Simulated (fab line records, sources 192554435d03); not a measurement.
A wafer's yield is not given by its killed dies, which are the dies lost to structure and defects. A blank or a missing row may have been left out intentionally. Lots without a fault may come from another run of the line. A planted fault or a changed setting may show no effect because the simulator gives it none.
Chamber matching :: flow n5 finfet :: 4 sister chambers for N5_BEOL_M3_DESCUM_33 on rie diel-06
The step chemistry O2, time 7 s. 8 wafers are shown with their chamber, then 7 later ones without.

## WAFERS PAIRED WITH THEIR CHAMBERS
wafer: L074.1
chamber: 3
drypump motor current A (A): 4.9
showerhead plenum p Torr (Torr): 2.09

wafer: L076.2
chamber: 2
drypump motor current A (A): 5.7
showerhead plenum p Torr (Torr): 2.00

wafer: L079.2
chamber: 3
drypump motor current A (A): 5.0
showerhead plenum p Torr (Torr): 2.09

wafer: L089.1
chamber: 1
drypump motor current A (A): 6.0
showerhead plenum p Torr (Torr): 2.16

wafer: L089.2
chamber: 2
drypump motor current A (A): 5.7
showerhead plenum p Torr (Torr): 1.99

wafer: L089.4
chamber: 0
drypump motor current A (A): 6.5
showerhead plenum p Torr (Torr): 2.14

wafer: L092.2
chamber: 1
drypump motor current A (A): 6.0
showerhead plenum p Torr (Torr): 2.16

wafer: L092.3
chamber: 0
drypump motor current A (A): 6.5
showerhead plenum p Torr (Torr): 2.14

## WAFERS WHOSE CHAMBER IS MISSING
wafer: L092.5
drypump motor current A (A): 6.5
showerhead plenum p Torr (Torr): 2.14

wafer: L093.2
drypump motor current A (A): 4.9
showerhead plenum p Torr (Torr): 2.08

wafer: L093.4
drypump motor current A (A): 6.0
showerhead plenum p Torr (Torr): 2.15

wafer: L093.6
drypump motor current A (A): 4.9
showerhead plenum p Torr (Torr): 2.08

wafer: L095.1
drypump motor current A (A): 6.0
showerhead plenum p Torr (Torr): 2.15

wafer: L095.3
drypump motor current A (A): 5.7
showerhead plenum p Torr (Torr): 1.99

wafer: L095.4
drypump motor current A (A): 5.7
showerhead plenum p Torr (Torr): 1.99

## WHICH CHAMBER EACH ONE RAN IN
wafer: L092.5
from the rows above: 0
in truth: 0

wafer: L093.2
from the rows above: 3
in truth: 3

wafer: L093.4
from the rows above: 1
in truth: 1

wafer: L093.6
from the rows above: 3
in truth: 3

wafer: L095.1
from the rows above: 1
in truth: 1

wafer: L095.3
from the rows above: 2
in truth: 2

wafer: L095.4
from the rows above: 2
in truth: 2
7 of 7 placed correctly. From these rows, 0 cannot be placed. 0 placed wrongly.
How it was worked out, from the rows above alone: a wafer's distance from a chamber is the root of the sum, over the readings, of the square of ((its reading less the chamber's mean) divided by the reading's scatter). The wafer belongs to the nearest chamber; if the next one is less than 2 further off, it can't be placed. Each chamber's mean is taken over the wafers shown for it. How the scatter is found: for the shown wafers, subtract from each reading the mean of its chamber, square and add these, divide the total by (wafers less chambers), then take the root.
